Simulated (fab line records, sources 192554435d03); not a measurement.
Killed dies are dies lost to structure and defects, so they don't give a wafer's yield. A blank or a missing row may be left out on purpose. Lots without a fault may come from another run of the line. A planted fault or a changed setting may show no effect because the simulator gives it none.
Split-lot experiment | flow n5_finfet | 7 lots, 39 wafers read, on a route of 1938 steps

THE SPLIT
At N5_PMOS_HMC_CHANNEL_EPI_HM_DEP_34 (deposits SiO2 from TEOS/O2, target thk 36 nm, time 6.9 s), the setting target_thk_a was moved away from the recipe's 360 angstrom on 12 of the 39 wafers read, by -56.7% to +43.1%. The other wafers ran this setting at the recipe's value.

The reading is taken at the split's own step.

THE READING
SiO2_of_PMOS_HMC_CHANNEL_EPI_HM_DEP_34.thk_nm (the simulator's own value, which no gauge read), in nm, at N5_PMOS_HMC_CHANNEL_EPI_HM_DEP_34 (deposits SiO2 from TEOS/O2, target thk 36 nm, time 6.9 s). The file gives no usual value for it. The 27 wafers here that ran the recipe average 36.15 nm, standard deviation 0.39 nm.

wafer  | tool, chamber at the split | target_thk_a as run, angstrom | against the recipe | SiO2_of_PMOS_HMC_CHANNEL_EPI_HM_DEP_34.thk_nm, nm | against lot-mates on the recipe
L074.1 | pecvd-03, 2                | 360                           | recipe             | 35.47                                             | -
L074.2 | pecvd-03, 0                | 360                           | recipe             | 35.81                                             | -
L074.3 | pecvd-03, 1                | 360                           | recipe             | 35.97                                             | -
L074.4 | pecvd-03, 0                | 360                           | recipe             | 35.94                                             | -
L074.5 | pecvd-03, 2                | 360                           | recipe             | 36.06                                             | -
L074.6 | pecvd-03, 1                | 360                           | recipe             | 36.16                                             | -
L076.1 | pecvd-03, 0                | 515.3                         | +43.1%             | 50.91                                             | +14.61
L076.2 | pecvd-03, 1                | 360                           | recipe             | 35.95                                             | -
L076.3 | pecvd-03, 2                | 515.3                         | +43.1%             | 51.37                                             | +15.07
L076.4 | pecvd-03, 0                | 360                           | recipe             | 36.33                                             | -
L076.5 | pecvd-03, 1                | 515.3                         | +43.1%             | 52.21                                             | +15.91
L076.6 | pecvd-03, 2                | 360                           | recipe             | 36.62                                             | -
L078.1 | pecvd-01, 0                | 418.4                         | +16.2%             | 42.1                                              | +5.64
L078.2 | pecvd-01, 2                | 360                           | recipe             | 36.35                                             | -
L078.3 | pecvd-01, 1                | 360                           | recipe             | 36.17                                             | -
L078.4 | pecvd-01, 1                | 360                           | recipe             | 36.87                                             | -
L078.5 | pecvd-01, 0                | 418.4                         | +16.2%             | 43.06                                             | +6.60
L078.6 | pecvd-01, 2                | 418.4                         | +16.2%             | 42.93                                             | +6.47
L079.1 | pecvd-02, 2                | 360                           | recipe             | 36.4                                              | -
L079.2 | pecvd-02, 1                | 479.1                         | +33.1%             | 47.68                                             | +11.47
L079.3 | pecvd-02, 0                | 360                           | recipe             | 35.54                                             | -
L079.4 | pecvd-02, 0                | 479.1                         | +33.1%             | 48.2                                              | +11.99
L079.5 | pecvd-02, 2                | 360                           | recipe             | 36.69                                             | -
L079.6 | pecvd-02, 1                | 479.1                         | +33.1%             | 48.36                                             | +12.15
L091.1 | pecvd-01, 0                | 155.9                         | -56.7%             | 15.71                                             | -20.52
L091.2 | pecvd-01, 2                | 360                           | recipe             | 35.96                                             | -
L091.3 | pecvd-01, 1                | 155.9                         | -56.7%             | 15.29                                             | -20.94
L091.4 | pecvd-01, 0                | 360                           | recipe             | 36.33                                             | -
L091.5 | pecvd-01, 2                | 360                           | recipe             | 36.41                                             | -
L091.6 | pecvd-01, 1                | 155.9                         | -56.7%             | 15.43                                             | -20.80
L094.1 | pecvd-01, 2                | 360                           | recipe             | 36.34                                             | -
L094.2 | pecvd-01, 0                | 360                           | recipe             | 35.88                                             | -
L094.3 | pecvd-01, 1                | 360                           | recipe             | 35.78                                             | -
L094.4 | pecvd-01, 1                | 360                           | recipe             | 36.51                                             | -
L094.5 | pecvd-01, 2                | 360                           | recipe             | 36.49                                             | -
L094.6 | pecvd-01, 0                | 360                           | recipe             | 36.53                                             | -
L097.2 | pecvd-03, 2                | 360                           | recipe             | 35.34                                             | -
L097.3 | pecvd-03, 0                | 360                           | recipe             | 35.54                                             | -
L097.5 | pecvd-03, 0                | 360                           | recipe             | 36.54                                             | -

THE FIT
A straight line over all 39 wafers: SiO2_of_PMOS_HMC_CHANNEL_EPI_HM_DEP_34.thk_nm changes by +0.363 nm for each +1% of target_thk_a; r = +1.00; the points scatter about the line by 0.45 nm.
The same after taking each lot's own level away (the mean of its wafers on the recipe; 39 wafers): +0.362 nm for each +1%; r = +1.00; scatter 0.4 nm.
On that fit, the largest move of target_thk_a shifts the reading by 21 nm.
The lots' own levels span 35.807 to 36.463 nm, that is 1.7 times the standard deviation above.
So the lot-to-lot level changes the slope little: the two slopes agree.
Check: with one of the wafers moved furthest among these (-56.7%) left out of the fit, the line predicts -20.5 nm for it against its lot-mates. It came out at -20.5 nm against them.

THE FILE'S OWN FIT
SiO2_of_PMOS_HMC_CHANNEL_EPI_HM_DEP_34.thk_nm changes by +0.362 nm for each +1% of target_thk_a, r = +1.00.
